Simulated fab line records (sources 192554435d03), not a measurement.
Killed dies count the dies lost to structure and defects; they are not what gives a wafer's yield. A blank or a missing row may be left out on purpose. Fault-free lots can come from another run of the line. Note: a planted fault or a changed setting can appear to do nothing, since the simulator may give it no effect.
Matching of chambers -- flow n5-finfet -- 4 sister chambers for N5_HKMG_FIN_ETCH_32 on rie-diel-01
The step etches SOC in N2/H2, target depth 240 nm, time 300 s. 8 wafers are shown with their chamber, then 8 later ones without.

EACH WAFER AND ITS CHAMBER
wafer,chamber,drypump-motor-current-A (A),showerhead-plenum-p-Torr (Torr)
L077.5,0,6.4,2.59
L077.6,3,6.0,2.57
L085.2,2,5.3,2.66
L085.5,0,6.3,2.58
L086.2,2,5.3,2.66
L086.3,1,5.8,2.53
L086.6,1,5.8,2.53
L087.3,3,6.0,2.56

WAFERS MISSING THEIR CHAMBER
wafer,drypump-motor-current-A (A),showerhead-plenum-p-Torr (Torr)
L087.5,6.3,2.58
L087.6,6.0,2.56
L094.3,5.8,2.52
L094.4,5.3,2.66
L094.6,5.3,2.66
L097.2,6.0,2.55
L097.4,5.8,2.52
L097.6,6.0,2.55

WHICH CHAMBER EACH WENT THROUGH
wafer,from the rows above,in truth
L087.5,0,0
L087.6,3,3
L094.3,1,1
L094.4,2,2
L094.6,2,2
L097.2,3,3
L097.4,1,1
L097.6,3,3
Placed correctly: 8 of 8. Can't be placed from these rows: 0. Placed wrongly: 0.
How it was worked out, from the rows above alone: a wafer's distance from a chamber is the root of the sum, over the readings, of the square of ((its reading less the chamber's mean) divided by the reading's scatter). The wafer belongs to the nearest chamber; if the next one is less than 2 further off, it can't be placed. A chamber's mean is the mean of its shown wafers. The scatter is the square root of a quotient: the sum, over the shown wafers, of each reading's squared deviation from its chamber's mean, divided by wafers minus chambers.
